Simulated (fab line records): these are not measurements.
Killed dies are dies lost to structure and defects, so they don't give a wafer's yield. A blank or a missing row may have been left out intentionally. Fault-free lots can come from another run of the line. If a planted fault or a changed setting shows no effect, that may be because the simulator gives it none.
A struck lot beside a sound one | flow nand_harc | 41 steps out of a route of 1302
Sound: wafers L327.2, L327.4, L327.5. Wafers L340.1, L340.2, L340.3 were the ones struck. The cause is given at the end.
Each step with rows lists, per side, the tool, then ch with its chambers, then its first start. Under that, the readings that differ: sound wafers | struck wafers | difference of the means | sigmas: that difference in standard deviations of wafers without a fault.
alike: same words and numbers on both sides, and readings whose means sit less than 2 such deviations apart. not compared: any withheld reading, any reading some wafer has no value for, any bound like >300 that may hide the same value, and any number with overlapping values for which the record gives no deviation.
A row with sigmas, a row that says differs or no value, or rows on one side alone: a step with any of these is where the two part. When numbers do not overlap yet have no deviation, they are printed without sigmas and do not part them. A reading missing from all wafers of one side parts the sides only when that side holds two or more wafers.

first, 9 steps without rows for these wafers: NHARC_A_CHANNEL_FILL_D2_ALD_02 (deposits SiO2, target thk 6 nm, pulse time 10 s, ald cycles 60); NHARC_A_CHANNEL_FILL_D2_ALD_03 (deposits SiNx, target thk 6 nm, pulse time 60 s, ald cycles 58); NHARC_A_CHANNEL_FILL_D2_ALD_14 (deposits SiO2, target thk 2.5 nm, pulse time 10 s, ald cycles 25); NHARC_A_CHANNEL_FILL_D2_ALD_15 (deposits SiNx, target thk 2 nm, pulse time 60 s, ald cycles 19); NHARC_A_CHANNEL_FILL_D2_ALD_16 (deposits SiO2, target thk 1.5 nm, pulse time 10 s, ald cycles 15); NHARC_A_CHANNEL_FILL_D2_ANNEAL_17 (time 1800 s); NHARC_A_CHANNEL_FILL_D2_CVD_18 (deposits poly-Si, target thk 3 nm); NHARC_A_CHANNEL_FILL_D2_ETCHBACK_19 (etches the open film in HBr/Cl2, target depth 5 nm, time 1.7 s); NHARC_A_CHANNEL_FILL_D2_ETCHBACK_20 (etches the open film in C4F8/O2/Ar, target depth 27 nm, time 13.5 s).
NHARC_A_CHANNEL_FILL_D2_STRIP_28: strips in O2, time 20 s.
  sound on rie_diel-06 ch 2,3, day 16 04:03; struck on rie_diel-06 ch 0,1,2, day 21 15:58
  alike: drypump_motor_current_A, oes_product_au, rf_vpp_V, showerhead_plenum_p_Torr, throttle_valve_pct
  not compared: rf_hours_counter_h
then, 2 steps without rows for these wafers: NHARC_A_CHANNEL_FILL_D2_PRECLEAN_21 (cleans in dHF, time 30 s); NHARC_A_CHANNEL_FILL_D2_SRD_23.
NHARC_A_CHANNEL_FILL_D2_CVD_05: deposits poly-Si, target thk 5 nm.
  sound on lpcvd_poly-02 ch 0, day 16 06:26; struck on lpcvd_poly-03 ch 0, day 21 18:26
then, 1 step without rows for these wafers: NHARC_A_CHANNEL_FILL_D2_ANNEAL_22 (time 7200 s).
NHARC_A_CHANNEL_FILL_D2_THK_MEAS_06: measures by ellipsometry.
  sound on film_metro-01, day 16 21:37; struck on film_metro-02, day 22 03:46
  alike: thk_nm
then, 6 steps without rows for these wafers: NHARC_A_CHANNEL_FILL_D2_ALD_25 (deposits SiOx, target thk 60 nm, pulse time 10 s, ald cycles 600); NHARC_A_CHANNEL_FILL_D2_ETCHBACK_08 (etches the open film in C4F8, target depth 220 nm, time 110 s); NHARC_A_CHANNEL_FILL_D2_STRIP_29 (strips in O2, time 20 s); NHARC_A_CHANNEL_FILL_D2_PRECLEAN_30 (cleans in dHF, time 30 s); NHARC_A_CHANNEL_FILL_D2_SRD_31; NHARC_A_CHANNEL_FILL_D2_CVD_09 (deposits poly-Si, target thk 150 nm, time 3000 s).
NHARC_A_CHANNEL_FILL_D2_CMP_10: polishes, target thk 150 nm.
  sound on cmp-02 ch 0,1,3, day 17 09:08; struck on cmp-04 ch 0,1,2, day 22 15:16
  alike: edge_zone_pressure_frac, motor_current_A, slurry_flow_ml_min, time_to_endpoint_s
then, 1 step without rows for these wafers: NHARC_A_CHANNEL_FILL_D2_SRD_12.
NHARC_A_CHANNEL_FILL_D2_RTA_24: time 5 s.
  sound on rtp_anneal-02 ch 0, day 17 09:34; struck on rtp_anneal-01 ch 0, day 22 15:41
  alike: lamp_power_pct, lamp_zone_1_pct, wafer_temp_C_max
NHARC_A_CHANNEL_FILL_D2_INSPECT_13:
  sound on defect_inspect-01, day 17 09:44; struck on defect_inspect-01, day 22 15:53
  alike: raw_defect_count
NHARC_A_STAIRCASE_DEP_156: deposits SiNx, target thk 50 nm.
  sound on pecvd-04 ch 0,2, day 17 09:51; struck on pecvd-02 ch 0,1,2, day 22 15:57
  alike: heater_power_w
then, 9 steps without rows for these wafers: NHARC_A_STAIRCASE_DEHYDRATE_158 (time 120 s); NHARC_A_STAIRCASE_HMDS_159 (time 30 s); NHARC_A_STAIRCASE_COAT_160; NHARC_A_STAIRCASE_SOFTBAKE_161 (time 170 s); NHARC_A_STAIRCASE_EBR_162; NHARC_A_STAIRCASE_EXPOSE_163 (exposes mask STAIR OPEN); NHARC_A_STAIRCASE_PEB_164 (peb time 130 s); NHARC_A_STAIRCASE_DEVELOP_165 (time 140 s); NHARC_A_STAIRCASE_HARDBAKE_167 (time 140 s).
NHARC_A_STAIRCASE_DESCUM_168: chemistry O2, time 3 s.
  sound on rie_diel-04 ch 0,2,3, day 17 10:39; struck on rie_diel-04 ch 0,1,3, day 22 17:03
  alike: drypump_motor_current_A, oes_product_au, rf_vpp_V, showerhead_plenum_p_Torr, throttle_valve_pct
  not compared: rf_hours_counter_h
then, 3 steps without rows for these wafers: NHARC_A_STAIRCASE_ETCH_169 (etches the open film in CH3F/O2, target depth 50 nm, time 107.1 s); NHARC_A_STAIRCASE_ETCH_170 (etches the open film in C4F6/O2, target depth 200 nm, time 66.667 s); NHARC_A_STAIRCASE_STRIP_171 (strips in O2).
-- the record jumps here: 10 days lie between the struck wafers' starts before and after (it left off in module A_STAIRCASE and takes up again in module END, whose first step shown is number 1301 of the route) --
NHARC_END_WLT_00:
  sound on prober-01, day 25 20:09; struck on prober-02, day 32 18:00
  reading                           | sound             | struck            | difference | sigmas
  VT_DECK2_BOTTOM                   | 0.875 0.879 0.880 | 0.937 0.939 0.933 | +0.058     | +7
  VT_DECK2_BOTTOM_INNER             | 0.882 0.887 0.877 | 0.937 0.934 0.937 | +0.054     | +7
  VT_DECK2_MEDIAN_NEAR_BOTTOM       | 0.881 0.872 0.890 | 0.942 0.931 0.926 | +0.052     | +7
  VT_DECK2_MEDIAN_NEAR_BOTTOM_INNER | 0.879 0.876 0.876 | 0.943 0.940 0.938 | +0.063     | +7
  VT_DECK2_MIDDLE                   | 0.893 0.896 0.893 | 0.954 0.953 0.948 | +0.058     | +7
  VT_DECK2_MIDDLE_INNER             | 0.890 0.894 0.889 | 0.952 0.951 0.952 | +0.061     | +8
  VT_DECK2_TOP                      | 0.899 0.907 0.911 | 0.965 0.967 0.967 | +0.061     | +8
  VT_DECK2_TOP_INNER                | 0.900 0.908 0.909 | 0.965 0.962 0.965 | +0.058     | +8
  alike: VT_DECK1_BOTTOM, VT_DECK1_BOTTOM_INNER, VT_DECK1_MEDIAN_NEAR_BOTTOM, VT_DECK1_MEDIAN_NEAR_BOTTOM_INNER, VT_DECK1_MIDDLE, VT_DECK1_MIDDLE_INNER, VT_DECK1_TOP, VT_DECK1_TOP_INNER
then, 1 step without rows for these wafers: NHARC_END_SORT_01.

## WHERE THEY PART
Only at NHARC_END_WLT_00, as far as this record shows.

WHY: the cause the simulator had injected
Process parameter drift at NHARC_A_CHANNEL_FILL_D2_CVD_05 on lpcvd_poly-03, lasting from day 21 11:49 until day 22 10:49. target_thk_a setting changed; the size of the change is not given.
